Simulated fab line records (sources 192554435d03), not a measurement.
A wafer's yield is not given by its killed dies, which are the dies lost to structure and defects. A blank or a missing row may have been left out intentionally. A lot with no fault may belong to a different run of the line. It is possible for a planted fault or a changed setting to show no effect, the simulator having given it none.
Chamber matching | flow n5Finfet | N5_BEOL_M1_ILD_DEP_00 on pecvd-03: 3 sister chambers
The step deposits SiOC from DEMS/O2, target thk 79 nm, time 15.3 s. 16 wafers are shown with their chamber, then 8 later ones without.

WAFERS PAIRED WITH THEIR CHAMBERS
wafer  | chamber | throttleValvePct (%) | heaterPowerW (W) | showerheadPlenumPTorr (Torr)
L074.3 | 0       | 11.6                 | 441              | 5.705
L074.4 | 2       | 11.5                 | 446              | 5.699
L074.5 | 0       | 11.6                 | 435              | 5.689
L078.3 | 2       | 11.5                 | 408              | 5.694
L078.4 | 0       | 11.7                 | 397              | 5.703
L078.5 | 1       | 11.9                 | 514              | 5.688
L079.1 | 1       | 12.0                 | 415              | 5.699
L079.2 | 0       | 11.7                 | 481              | 5.699
L079.6 | 0       | 11.7                 | 399              | 5.716
L080.1 | 2       | 11.7                 | 364              | 5.686
L080.2 | 1       | 12.1                 | 490              | 5.712
L080.5 | 0       | 11.7                 | 456              | 5.696
L083.2 | 2       | 11.6                 | 369              | 5.677
L083.3 | 0       | 11.5                 | 426              | 5.695
L083.6 | 0       | 11.8                 | 424              | 5.691
L084.2 | 2       | 11.4                 | 382              | 5.680

SIGNATURES (means of the wafers above)
reading               | chamber 0 | chamber 1 | chamber 2 | scatter within a chamber
throttleValvePct      | 11.662    | 12.000    | 11.540    | 0.1
heaterPowerW          | 432.38    | 473.00    | 393.80    | 34.4
showerheadPlenumPTorr | 5.69925   | 5.69967   | 5.68720   | 0.00945
Rule: for a wafer and a chamber, the distance is found by dividing, reading by reading, the gap between the wafer's reading and the chamber's mean by the reading's scatter, squaring, summing and taking the root. The wafer belongs to the nearest chamber; if the next one is less than 2 further off, it can't be placed. The scatter is the square root of a quotient: the sum, over the shown wafers, of each reading's squared deviation from its chamber's mean, divided by wafers minus chambers.

WAFERS MISSING THEIR CHAMBER
wafer  | throttleValvePct (%) | heaterPowerW (W) | showerheadPlenumPTorr (Torr)
L084.3 | 12.0                 | 505              | 5.689
L084.6 | 11.7                 | 376              | 5.680
L089.1 | 11.7                 | 411              | 5.673
L089.2 | 11.9                 | 478              | 5.681
L089.4 | 12.0                 | 452              | 5.692
L090.2 | 11.8                 | 427              | 5.684
L090.3 | 11.2                 | 388              | 5.690
L090.5 | 11.5                 | 384              | 5.696

THE CHAMBER EACH PASSED THROUGH
wafer  | from the rows above          | in truth
L084.3 | 1                            | 1
L084.6 | can't be placed: 2 or 0      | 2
L089.1 | can't be placed: 2 or 0      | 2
L089.2 | can't be placed: 1 or 0      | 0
L089.4 | 1                            | 1
L090.2 | can't be placed: 0 or 2 or 1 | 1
L090.3 | can't be placed: 2 or 0      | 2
L090.5 | can't be placed: 2 or 0      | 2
Placed correctly: 2 of 8. Unplaceable from these rows: 6, with the true chamber sitting among the candidates in 6. Placed wrongly: 0.
